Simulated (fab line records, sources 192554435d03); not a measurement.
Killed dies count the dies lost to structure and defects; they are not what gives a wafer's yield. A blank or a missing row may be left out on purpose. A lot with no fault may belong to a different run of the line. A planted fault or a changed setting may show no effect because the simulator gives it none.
fab line records	flow n5_finfet
record lots=9	wafers=26	last_day=18
route steps=1938 shown FIN_CUT@166 STI_FIN_REVEAL@189 DUMMY_GATE@228 BEOL_M4@1111 PASSIVATION@1936
lots untouched by any fault: they come from a run of this same line in which no faults occurred
start_h: start of the lot's first displayed wafer, in hours after the record's first day	wait_h: time in hours since the lot's previous step	" identical to the entry in the row above	L1.1+2: one row covering several wafers at once	- no value present, or no start provided	* or withheld: withheld	< > ~ a bound
route shown NAME@n: names a module that has steps shown in the file, with the first one's number in the route	usual: mean and standard deviation over wafers with no fault	same: alike in all rows	chamber/n: place in a boat	sites: per-site readings	_std_site: standard deviation across them	_edge_site: outer sites' mean less inner sites'	radius_mm: for every site, how far away it sits from the centre of the wafer	mask NAME#n: copy n	behind: the tool/chamber that last shaped the wafer	hold: cause of the lot's hold/its duration in hours/its outcome	device: transistor that didn't switch, given as n, p or np	end of line: the same wafers' tests at the end of the route	for a step that has no rows: nothing shown but its recipe	killed: at the first sort, the dies lost to defects and structure; wafer yield is something else	map: per-die view of a wafer (x killed, . not killed, _ where there is no die)
set.NAME: the setting the step ran with; set.NAME@STEP: the setting that earlier step ran with	model.NAME: the simulator's own value behind a step, which no gauge read
one table for each step of the route and one row for each wafer, over a sample of lots
services: from which hour (start_h, from the record's first day; less than 0 if before it) a tool's chamber was out of use, for how many hours, and why
## steps
# step N5_FIN_CUT_DESCUM_13
# recipe chemistry=O2	time_s=7	source_power_w=50	bias_power_w=20	pressure_mtorr=20	rf_frequency_hz=2.712e+07	temp_c=40	resist=CAR-EUV	o2_flow_sccm=225
# usual drypump_motor_current_A=5.51/0.3	oes_product_au=0.79/0.078	rf_vpp_V=243.1/1.4	showerhead_plenum_p_Torr=2.09/0.074	throttle_valve_pct=20.37/0.27
lot.wafer	tool	chamber	start_h	wait_h	drypump_motor_current_A	oes_product_au	rf_hours_counter_h	rf_vpp_V	showerhead_plenum_p_Torr	throttle_valve_pct
L889.1	rie_diel-06	1	39.70	0.0	5.98	0.67	240	245.3	2.15	20.41
L889.5	"	3	"	"	5.07	0.76	-	240.2	2.00	20.38
L889.6	"	0	"	"	5.46	0.98	-	243.6	2.15	20.06
L890.2	rie_diel-01	0	45.07	0.0	5.08	0.88	37	244.7	2.13	20.55
L890.3	"	1	"	"	5.61	0.75	172	244.1	2.17	20.42
L890.6	"	2	"	"	5.69	0.75	-	243.5	2.09	20.51
L892.3	rie_diel-06	0	56.88	0.0	5.49	0.96	13	244.4	2.15	20.08
L892.4	"	2	"	"	5.92	0.84	68	244.1	2.21	20.10
L892.6	"	2	"	"	5.96	0.83	-	243.0	2.21	20.08
L894.1	rie_diel-06	3	68.80	0.0	5.06	0.75	177	242.0	2.00	20.38
L894.3	"	0	"	"	5.46	0.95	17	243.1	2.15	20.05
L894.6	"	3	"	"	5.08	0.76	-	239.8	2.00	20.39
L897.1	rie_diel-01	3	86.50	0.0	5.67	0.79	101	241.7	2.02	20.01
L897.2	"	1	"	"	5.59	0.73	182	242.9	2.17	20.45
L897.5	"	0	"	"	5.07	0.86	-	243.7	2.13	20.57
L899.1	rie_diel-06	3	105.26	0.1	5.06	0.74	190	241.9	1.99	20.40
L899.4	"	1	"	"	5.97	0.97	5	242.9	2.14	20.08
L899.5	"	2	"	"	5.94	0.82	-	244.9	2.20	20.08
L902.1	rie_diel-03	3	118.77	0.0	5.70	0.71	203	243.9	2.08	20.70
L902.2	"	2	"	"	5.34	0.75	149	243.4	2.10	20.89
L902.5	"	0	"	"	5.59	0.73	-	243.2	2.08	20.23
L905.1	rie_diel-03	3	134.62	0.0	5.71	0.70	210	243.0	2.08	20.72
L905.3	"	2	"	"	5.31	0.75	156	242.1	2.09	20.89
L905.5	"	1	"	"	5.21	0.79	-	240.7	1.93	20.12
L909.2	rie_diel-06	2	158.41	0.2	5.94	0.80	99	245.2	2.20	20.13
L909.3	"	0	"	"	5.45	0.89	46	245.0	2.14	20.14
# step N5_STI_FIN_REVEAL_DENSIFY_30
# recipe temp_c=*	time_s=*	ambient=N2	idle_temp_c=600	ramp_up_c_per_s=150	ramp_down_c_per_s=60	cool_to_c=600
# usual lamp_power_pct=11.52/0.057	wafer_temp_C_max=*
lot.wafer	tool	chamber	start_h	wait_h	lamp_power_pct	wafer_temp_C_max
L889.1	rtp_anneal-01	0	46.46	0.0	11.69	*
L889.5	"	0	"	"	11.65	*
L889.6	"	0	"	"	11.50	*
L890.2	rtp_anneal-02	0	52.05	0.1	11.53	*
L890.3	"	0	"	"	11.58	*
L890.6	"	0	"	"	11.48	*
L892.3	rtp_anneal-02	0	63.99	0.3	11.45	*
L892.4	"	0	"	"	11.54	*
L892.6	"	0	"	"	11.63	*
L894.1	rtp_anneal-02	0	76.24	0.1	11.58	*
L894.3	"	0	"	"	11.49	*
L894.6	"	0	"	"	11.50	*
L897.1	rtp_anneal-02	0	96.55	0.2	11.53	*
L897.2	"	0	"	"	11.50	*
L897.5	"	0	"	"	11.41	*
L899.1	rtp_anneal-02	0	112.04	0.1	11.42	*
L899.4	"	0	"	"	11.61	*
L899.5	"	0	"	"	11.61	*
L902.1	rtp_anneal-02	0	125.27	0.0	11.50	*
L902.2	"	0	"	"	11.49	*
L902.5	"	0	"	"	11.53	*
L905.1	rtp_anneal-02	0	141.42	0.1	11.52	*
L905.3	"	0	"	"	11.51	*
L905.5	"	0	"	"	11.65	*
L909.2	rtp_anneal-02	0	165.03	0.1	11.44	*
L909.3	"	0	"	"	11.53	*
# step N5_DUMMY_GATE_EXPOSE_12
# recipe mask_id=GATE	na=0.33	source_shape=annular	sigma_inner=0.2	sigma_outer=0.6	polarization=unpolarized	target_cd_nm=25	dose_mj=34
# usual exposure_dose_mJ_cm2=33.94/0.042	stage_msd_nm=0.851/0.016
lot.wafer	tool	chamber	start_h	wait_h	mask	exposure_dose_mJ_cm2	stage_msd_nm
L889.1	euv_scanner-02	0	58.22	-	GATE#0	33.99	0.862
L889.5	"	0	"	"	GATE#0	33.98	0.861
L889.6	"	0	"	"	GATE#0	33.94	0.862
L890.2	euv_scanner-02	0	66.04	-	GATE#0	33.93	0.864
L890.3	"	0	"	"	GATE#0	33.96	0.861
L890.6	"	0	"	"	GATE#0	33.92	0.863
L892.3	euv_scanner-02	0	75.88	-	GATE#0	33.99	0.864
L892.4	"	0	"	"	GATE#0	33.94	0.865
L892.6	"	0	"	"	GATE#0	34.01	0.863
L894.1	euv_scanner-01	0	87.87	-	GATE#0	33.98	0.834
L894.3	"	0	"	"	GATE#0	33.95	0.831
L894.6	"	0	"	"	GATE#0	33.92	0.830
L897.1	euv_scanner-02	0	109.45	-	GATE#0	33.92	0.866
L897.2	"	0	"	"	GATE#0	33.94	0.864
L897.5	"	0	"	"	GATE#0	33.96	0.864
L899.1	euv_scanner-01	0	123.94	-	GATE#0	33.88	0.834
L899.4	"	0	"	"	GATE#0	33.88	0.833
L899.5	"	0	"	"	GATE#0	33.83	0.834
L902.1	euv_scanner-01	0	137.19	-	GATE#0	33.90	0.836
L902.2	"	0	"	"	GATE#0	33.91	0.833
L902.5	"	0	"	"	GATE#0	33.86	0.832
L905.1	euv_scanner-01	0	153.77	-	GATE#0	33.88	0.838
L905.3	"	0	"	"	GATE#0	33.92	0.835
L905.5	"	0	"	"	GATE#0	33.95	0.835
L909.2	euv_scanner-02	0	176.82	-	GATE#0	33.73	0.872
L909.3	"	0	"	"	GATE#0	33.74	0.870
# step N5_DUMMY_GATE_ETCH_31
# recipe chemistry=C4F6/O2	target=SiO2	mask_material=SOC	target_depth_a=825	time_s=27.5	ion_energy_ev=250	pressure_mtorr=30	source_w=345	bias_w=185	Ar_flow_sccm=300	C4F6_flow_sccm=10	O2_flow_sccm=10
# usual C4F6_flow_sccm=10.00/0.03	drypump_motor_current_A=5.53/0.3	oes_f_703_au=0.79/0.069	oes_product_au=0.79/0.073	rf_vpp_V=668/6.8	showerhead_plenum_p_Torr=2.84/0.09	throttle_valve_pct=21.09/0.26
lot.wafer	tool	chamber	start_h	wait_h	C4F6_flow_sccm	drypump_motor_current_A	oes_f_703_au	oes_product_au	rf_hours_counter_h	rf_vpp_V	showerhead_plenum_p_Torr	throttle_valve_pct
L889.1	rie_diel-03	1	58.93	0.1	9.97	5.21	0.80	0.81	101	660	2.66	20.89
L889.5	"	1	"	"	10.01	5.22	0.80	0.81	-	661	2.66	20.89
L889.6	"	2	"	"	10.00	5.28	0.78	0.78	-	673	2.87	21.67
L890.2	rie_diel-01	0	66.72	0.0	9.97	5.05	0.86	0.87	42	672	2.90	21.29
L890.3	"	1	"	"	10.05	5.56	0.75	0.74	177	667	2.94	21.10
L890.6	"	3	"	"	10.05	5.66	0.79	0.80	-	662	2.78	20.88
L892.3	rie_diel-06	2	76.64	0.0	10.02	5.98	0.84	0.83	75	674	2.98	20.77
L892.4	"	2	"	"	9.97	5.96	0.84	0.83	-	675	2.98	20.79
L892.6	"	3	"	"	9.96	5.06	0.74	0.75	-	667	2.71	21.09
L894.1	rie_diel-01	0	88.94	0.0	10.08	5.06	0.85	0.86	49	671	2.89	21.33
L894.3	"	3	"	"	10.01	5.67	0.78	0.80	102	662	2.77	20.90
L894.6	"	2	"	"	9.97	5.70	0.73	0.73	-	674	2.84	21.27
L897.1	rie_diel-01	0	110.34	0.3	9.99	5.07	0.84	0.85	55	675	2.89	21.32
L897.2	"	2	"	"	10.01	5.68	0.72	0.73	189	674	2.83	21.30
L897.5	"	2	"	"	10.05	5.69	0.72	0.73	-	676	2.83	21.30
L899.1	rie_diel-06	2	124.64	0.1	9.98	6.00	0.82	0.81	92	674	2.98	20.80
L899.4	"	0	"	"	10.01	5.45	0.90	0.91	37	674	2.90	20.81
L899.5	"	3	"	"	9.96	5.06	0.73	0.74	-	667	2.71	21.12
L902.1	rie_diel-03	3	137.87	0.0	9.98	5.72	0.71	0.70	211	666	2.81	21.37
L902.2	"	0	"	"	10.02	5.56	0.76	0.73	186	650	2.83	20.97
L902.5	"	0	"	"	10.05	5.56	0.76	0.73	-	650	2.83	20.97
L905.1	rie_diel-03	1	154.45	0.0	10.02	5.24	0.78	0.78	128	660	2.65	20.94
L905.3	"	3	"	"	10.01	5.71	0.72	0.71	217	667	2.81	21.39
L905.5	"	1	"	"	9.96	5.24	0.77	0.78	-	660	2.65	20.92
L909.2	rie_diel-03	0	177.60	0.0	9.96	5.58	0.75	0.72	197	650	2.83	21.00
L909.3	"	2	"	"	9.95	5.32	0.74	0.75	166	673	2.85	21.70
# step N5_BEOL_M4_RC_MEAS_101
# usual DIBL_N=35.9/1.3	DIBL_P=35.9/1.5	IOFF_N=0.152/0.023	IOFF_P=0.204/0.027	ION_N=673/9.2	ION_P=462/6.7	SS_N=71.4/0.48	SS_P=73.2/0.55	VT_N=250.3/2.6	VT_P=-250.6/3
lot.wafer	tool	chamber	start_h	wait_h	DIBL_N[mV/V]	DIBL_P[mV/V]	IOFF_N[nA/um]	IOFF_P[nA/um]	ION_N[uA/um]	ION_P[uA/um]	SS_N[mV/dec]	SS_P[mV/dec]	VT_N[mV]	VT_P[mV]
L889.1	prober-02	0	188.38	0.0	33.8	34.7	0.143	0.199	667	461	71.0	72.4	250.9	-250.0
L889.5	"	0	"	"	33.5	34.5	0.133	0.186	672	464	71.5	72.5	250.1	-250.8
L889.6	"	0	"	"	33.9	35.1	0.139	0.199	663	464	70.9	72.8	250.9	-250.2
L892.3	prober-01	0	208.75	0.3	36.4	35.8	0.154	0.200	679	463	72.0	73.5	249.3	-250.5
L892.4	"	0	"	"	37.3	37.5	0.167	0.220	662	460	71.9	74.8	248.3	-250.0
L892.6	"	0	"	"	35.5	35.5	0.135	0.189	666	463	71.7	72.9	249.8	-253.4
L890.2	prober-02	0	210.39	0.2	36.5	37.3	0.167	0.198	677	461	70.8	74.3	249.8	-253.7
L890.3	"	0	"	"	35.0	36.3	0.150	0.182	679	452	71.0	73.0	252.0	-254.3
L890.6	"	0	"	"	36.1	37.1	0.163	0.197	680	462	71.5	73.2	248.3	-251.2
L894.1	prober-02	0	240.07	0.2	34.9	35.7	0.133	0.189	680	467	71.8	73.1	252.7	-250.8
L894.3	"	0	"	"	34.8	33.9	0.126	0.161	670	454	71.0	73.6	253.6	-254.7
L894.6	"	0	"	"	34.8	34.9	0.130	0.178	668	462	71.0	72.1	253.5	-252.7
L897.1	prober-02	0	247.96	0.3	38.2	38.8	0.225	0.247	690	467	71.5	74.1	242.7	-248.1
L897.2	"	0	"	"	37.6	37.3	0.206	0.217	678	458	71.8	73.2	244.2	-253.5
L897.5	"	0	"	"	36.9	36.6	0.182	0.209	682	458	71.3	72.6	246.1	-251.4
L899.1	prober-01	0	249.16	0.0	34.3	33.5	0.154	0.211	683	472	71.5	72.7	248.0	-249.9
L899.4	"	0	"	"	35.1	33.7	0.163	0.210	681	463	71.7	73.3	248.1	-249.2
L899.5	"	0	"	"	34.8	34.6	0.161	0.225	679	470	71.2	74.5	249.0	-248.3
L902.1	prober-02	0	278.09	0.0	37.4	34.7	0.139	0.161	679	457	71.0	72.6	251.0	-255.2
L902.2	"	0	"	"	39.0	36.7	0.163	0.193	689	463	71.4	73.7	248.7	-253.3
L902.5	"	0	"	"	36.4	33.5	0.121	0.149	669	452	71.3	72.6	252.4	-252.7
L905.1	prober-02	0	302.23	0.0	34.5	36.0	0.143	0.198	681	470	71.5	73.3	252.2	-248.9
L905.3	"	0	"	"	33.8	35.6	0.137	0.187	665	466	71.2	73.1	253.1	-253.0
L905.5	"	0	"	"	35.7	37.6	0.164	0.223	681	467	71.5	73.5	249.4	-251.9
L909.2	prober-01	0	332.09	0.2	38.3	36.7	0.169	0.229	669	460	72.4	74.0	251.3	-251.7
L909.3	"	0	"	"	39.0	37.2	0.187	0.249	671	456	71.6	74.6	248.5	-248.6
# step N5_PASSIVATION_PROBE_49
# usual defect_limited_yield=91.0/1.5	killed_at_M0_to_M3=37/12	killed_at_M4_up=13/5	killed_at_contacts=13/6.1	killed_at_front_end=39/11	killed_at_other=4/3.2	killed_dies=106/17	killed_open=69/12	killed_short=35/7.9	sort_bin_5_function=5.3/1	sort_bin_6_memory=3.3/0.68	sort_n_pass=1074/17	sort_yield_pct=91.0/1.5
# same gross_dies=1180	killed_at_back_side=0	sort_bin_4_leakage[%]=0	sort_bin_8_speed[%]=0
lot.wafer	tool	chamber	start_h	wait_h	defect_limited_yield[%]	killed_at_M0_to_M3	killed_at_M4_up	killed_at_contacts	killed_at_front_end	killed_at_other	killed_dies	killed_open	killed_short	sort_bin_5_function[%]	sort_bin_6_memory[%]	sort_n_pass	sort_yield_pct[%]
L909.2	prober-01	-	440.77	0.1	90.0	45	9	5	49	10	118	73	45	5.1	4.7	1062	90.0
L909.3	prober-01	-	440.82	0.1	91.4	23	15	12	44	7	101	58	39	5.3	2.7	1079	91.4
# killed by level:class
L909.2 BEOL_M3:geometric_particle:open=13 STI_FIN_REVEAL:geometric_particle:open=12 FIN_SAQP:geometric_particle:open=11 FIN_SAQP:geometric_particle:short=10 BEOL_M0_SAQP:geometric_particle:short=9 BEOL_M2:geometric_particle:open=8 BEOL_M0_SAQP:geometric_particle:open=6 BEOL_M4:geometric_particle:open=5
L909.3 MOL_CONTACT_COAG:geometric_particle:open=10 STI_FIN_REVEAL:geometric_particle:open=10 BEOL_M4:geometric_particle:open=8 FIN_SAQP:geometric_particle:short=7 BEOL_M0_SAQP:geometric_particle:short=7 FIN_SAQP:geometric_particle:open=6 BEOL_M0_SAQP:geometric_particle:open=6 BEOL_M2:geometric_particle:open=5
## services
tool	chamber	start_h	hours	kind
euv_scanner-02	-	23.21	0.8	repair
euv_scanner-01	-	45.94	4.6	pm
euv_scanner-02	-	62.54	1.0	pm
euv_scanner-01	-	63.85	1.0	pm
rie_diel-06	1	71.11	-	clean
rie_diel-06	1	71.11	-	consumable_replace:focus_ring
rie_diel-06	1	71.11	17.6	scheduled_down
rie_diel-06	1	71.11	17.6	vent_cycle
euv_scanner-02	-	89.67	0.1	repair
euv_scanner-02	0	90.60	-	calibration
rie_diel-03	3	91.98	1.4	repair
rie_diel-03	-	110.52	4.3	pm
euv_scanner-02	-	114.91	1.0	pm
euv_scanner-01	-	120.00	1.0	pm
rie_diel-03	0	122.22	3.0	repair
rie_diel-03	0	125.87	9.6	repair
rie_diel-01	0	135.30	1.6	repair
euv_scanner-02	-	146.36	4.6	pm
rie_diel-06	2	146.56	6.0	repair
rie_diel-03	2	152.31	9.3	repair
euv_scanner-02	-	152.76	5.8	pm
euv_scanner-02	-	171.06	1.0	pm
rie_diel-03	1	174.66	6.3	repair
euv_scanner-01	-	176.19	1.0	pm
## key
first_sign step=N5_DUMMY_GATE_EXPOSE_12	reading=exposure_dose_mJ_cm2	direction=down	sigmas=5	usual=33.94	struck=33.73
effect none on later readings
met_at N5_DUMMY_GATE_EXPOSE_12
struck_lots L909
loop_trim step=N5_DUMMY_GATE_EXPOSE_12	setting=dose	lots=L909
not_acting_at N5_FIN_CUT_DESCUM_13,N5_STI_FIN_REVEAL_DENSIFY_30,N5_DUMMY_GATE_ETCH_31
onset_between 109.45 176.82
fault kind=process_parameter_drift	tool=euv_scanner-02	chamber=-	onset_h=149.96	steps=N5_DUMMY_GATE_EXPOSE_12	channel=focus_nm	offset=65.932	spread_by_wafer=0.3	shape=step	end_h=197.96
# loop_trim: a control loop set the setting to another value than it would have without faults
